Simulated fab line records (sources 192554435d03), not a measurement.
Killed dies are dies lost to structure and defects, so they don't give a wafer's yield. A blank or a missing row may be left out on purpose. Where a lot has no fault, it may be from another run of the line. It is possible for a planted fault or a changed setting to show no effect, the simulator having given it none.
2 desks, one fault -- flow n5 finfet -- only its own numbers are on each desk; what lay behind them is given at the end

## THE METROLOGY DESK
Lot by lot, what the gauges showed, no matter which tool ran the lot: averages of those sampled wafers that carry a number. A lot is out of limits, marked OUT, if its mean lies more than 4 standard deviations from the usual mean; the brackets give that distance.
Columns: A = trench depth nm at N5_BEOL_M11_OCD_MEAS_38, usual 149.1 nm; B = M11_RS at N5_BEOL_M11_RS_MEAS_57, usual 0.1503 ohm/sq; C = M12_ILD_THK at N5_BEOL_M12_THK_MEAS_01, usual 659 nm; D = trench depth nm at N5_BEOL_M12_OCD_MEAS_35, usual 321 nm
lot,first seen here,A,B,C,D
L712,day 9 22:04,146.5,0.1514,667,318
L713,day 10 07:04,148.5,0.1511,663,317
L714,day 11 02:22,150.8,0.1491,654,324
L717,day 11 02:50,148.7,0.1514,663,327
L719,day 11 20:40,149.1,0.1490,663,327
L726,day 13 21:47,148.1,0.1521,580 (-8.7) OUT,310
L728,day 14 15:54,152.3,0.1486,654,321
L731,day 15 05:58,148.9,0.1497,584 (-8.2) OUT,308
L734,day 15 20:09,148.6,0.1506,657,319
L735,day 16 05:29,148.5,0.1500,649,316
Finding of this desk: L726, L731 out of limits, first seen on L726 at day 14 00:30 (M12_ILD_THK at N5_BEOL_M12_THK_MEAS_01). In limits: L712, L713, L714, L717, L719, L728, L734, L735.

## THE TOOL OWNER'S DESK: pecvd-01
The tool's own readings at N5_BEOL_M12_ILD_DEP_00 (deposits SiOC from DEMS/O2, target thk 658.92 nm, time 130.7 s): means of the sampled wafers that have a number, for each lot that ran on this tool. A lot is out of limits, marked OUT, if its mean lies more than 4 standard deviations from the usual mean; the brackets give that distance.
Columns: A = chamber pressure Torr at N5_BEOL_M12_ILD_DEP_00, usual 5.000 Torr; B = heater power w at N5_BEOL_M12_ILD_DEP_00, usual 486 W; C = showerhead plenum p Torr at N5_BEOL_M12_ILD_DEP_00, usual 5.697 Torr; D = susceptor temp C at N5_BEOL_M12_ILD_DEP_00, usual 349.96 C; E = throttle valve pct at N5_BEOL_M12_ILD_DEP_00, usual 12.3 %
lot,first seen here,A,B,C,D,E
L713,day 10 11:20,5.001,477,5.695,349.80,12.6
L717,day 11 06:31,4.988,437,5.692,349.94,11.6
L726,day 14 00:21,5.003,465,5.684,350.09,12.0
L731,day 15 08:44,5.007,455,5.694,350.16,12.7
This desk's finding: nothing out of limits on any of the 4 lots.

## TAKEN TOGETHER
Metrology desk: alarm possible at day 14 00:30 on L726, L731.
Nothing out of limits was seen by the tool owner's desk.
Tool owner's desk: L726, L731 on record, inside its limits.
On pecvd-01, each named lot ran N5_BEOL_M12_ILD_DEP_00.

## WHAT WAS PUT IN BY THE SIMULATOR
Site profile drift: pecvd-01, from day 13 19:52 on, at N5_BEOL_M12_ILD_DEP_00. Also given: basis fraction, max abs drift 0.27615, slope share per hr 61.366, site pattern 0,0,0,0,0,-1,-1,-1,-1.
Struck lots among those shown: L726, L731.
Hours from the fault's start to each desk's first reading out of limits: the metrology desk, 5.
